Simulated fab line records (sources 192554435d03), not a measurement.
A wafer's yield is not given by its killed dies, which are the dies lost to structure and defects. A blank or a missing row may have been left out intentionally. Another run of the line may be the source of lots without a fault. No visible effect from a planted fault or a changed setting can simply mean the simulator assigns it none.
Matching of chambers	flow n5 finfet	3 sister chambers for N5_BEOL_M0_SAQP_PECVD_00 on pecvd-03
The step deposits SiCN from 3MS/NH3, target thk 8 nm, time 14 s. 14 wafers are shown with their chamber, then 7 later ones without.

## WAFERS, EACH WITH ITS CHAMBER
wafer	chamber	throttle valve pct (%)	rf fwd power W (W)	showerhead plenum p Torr (Torr)
L076.2	2	8.5	200.3	3.676
L076.3	1	9.8	199.3	3.665
L076.5	0	10.2	198.6	3.671
L077.2	2	8.3	199.9	3.670
L077.4	0	10.2	199.0	3.666
L077.6	2	8.3	199.2	3.672
L081.2	1	10.1	197.6	3.656
L081.4	1	9.9	197.9	3.661
L081.6	0	10.4	200.0	3.666
L082.1	1	9.8	197.9	3.661
L082.4	1	9.8	198.6	3.671
L082.6	2	8.2	200.0	3.666
L085.2	1	9.8	198.9	3.669
L085.4	2	8.6	200.0	3.681

SIGNATURES (averages over the wafers above)
reading	chamber 0	chamber 1	chamber 2	scatter within a chamber
throttle valve pct	10.267	9.867	8.380	0.138
rf fwd power W	199.200	198.367	199.880	0.599
showerhead plenum p Torr	3.66767	3.66383	3.67300	0.00527
Rule: distance of a wafer from a chamber = root of the sum over the readings of ((wafer's reading minus chamber's mean) / reading's scatter) squared. If the next closest chamber is less than 2 further off than the closest, the wafer can't be placed; otherwise it belongs to the closest. The scatter is the square root of a quotient: the sum, over the shown wafers, of each reading's squared deviation from its chamber's mean, divided by wafers minus chambers.

## WAFERS WITHOUT THEIR CHAMBER
wafer	throttle valve pct (%)	rf fwd power W (W)	showerhead plenum p Torr (Torr)
L085.6	10.2	198.9	3.669
L094.3	8.5	199.8	3.673
L094.4	10.1	199.7	3.671
L094.5	8.4	199.8	3.673
L095.1	9.9	198.7	3.659
L095.3	8.6	199.7	3.666
L095.4	8.5	199.0	3.665

## WHICH CHAMBER EACH ONE RAN IN
wafer	from the rows above	in truth
L085.6	0	0
L094.3	2	2
L094.4	can't be placed: 0 or 1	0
L094.5	2	2
L095.1	1	1
L095.3	2	2
L095.4	2	2
Placed correctly: 6 of 7. Unplaceable from these rows: 1, with the true chamber sitting among the candidates in 1. 0 placed wrongly.
